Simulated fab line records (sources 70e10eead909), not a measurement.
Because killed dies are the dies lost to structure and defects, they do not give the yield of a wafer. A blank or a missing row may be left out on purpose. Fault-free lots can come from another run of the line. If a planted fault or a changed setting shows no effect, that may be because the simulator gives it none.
Chamber matching	flow nand harc	pecvd-03 running NHARC_A_STAIRCASE_DEP_301: 3 sister chambers
The step deposits SiON, target thk 30 nm. 16 wafers are shown with their chamber, then 8 later ones without.

== WAFERS PAIRED WITH THEIR CHAMBERS ==
wafer	chamber	heater power outer w (W)	heater power w (W)	chamber pressure Torr (Torr)
L077.1	1	367	659	3.501
L077.2	0	535	864	3.494
L077.3	2	354	673	3.513
L079.2	2	400	742	3.499
L079.3	0	536	880	3.498
L079.5	0	545	898	3.506
L080.2	2	409	748	3.517
L080.3	0	544	902	3.496
L080.4	1	412	698	3.487
L084.1	0	542	900	3.504
L084.2	1	411	699	3.489
L084.3	2	444	809	3.497
L093.2	0	534	850	3.499
L093.4	2	425	821	3.498
L093.5	0	547	854	3.509
L095.1	1	409	701	3.503

SIGNATURES (averages over the wafers above)
reading	chamber 0	chamber 1	chamber 2	scatter within a chamber
heater power outer w	540.43	399.75	406.40	21.8
heater power w	878.29	689.25	758.60	37.6
chamber pressure Torr	3.50086	3.49500	3.50480	0.00755
Rule: for a wafer and a chamber, the distance is found by dividing, reading by reading, the gap between the wafer's reading and the chamber's mean by the reading's scatter, squaring, summing and taking the root. The wafer belongs to the nearest chamber; if the next one is less than 2 further off, it can't be placed. The scatter is the square root of a quotient: the sum, over the shown wafers, of each reading's squared deviation from its chamber's mean, divided by wafers minus chambers.

== WAFERS MISSING THEIR CHAMBER ==
wafer	heater power outer w (W)	heater power w (W)	chamber pressure Torr (Torr)
L095.3	467	843	3.509
L095.5	478	867	3.499
L094.1	406	695	3.509
L094.3	453	767	3.500
L094.4	413	704	3.502
L096.1	528	856	3.491
L096.3	497	871	3.482
L096.4	398	707	3.512

== WHICH CHAMBER EACH ONE RAN IN ==
wafer	from the rows above	in truth
L095.3	can't be placed: 2 or 0 or 1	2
L095.5	can't be placed: 0 or 2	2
L094.1	can't be placed: 2 or 1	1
L094.3	can't be placed: 2 or 1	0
L094.4	can't be placed: 1 or 2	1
L096.1	0	0
L096.3	0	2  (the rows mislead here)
L096.4	can't be placed: 2 or 1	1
Correct placement for 1 of the 8. From these rows, 6 cannot be placed; in 5 the true chamber is one of the candidates. Number placed wrongly: 1.
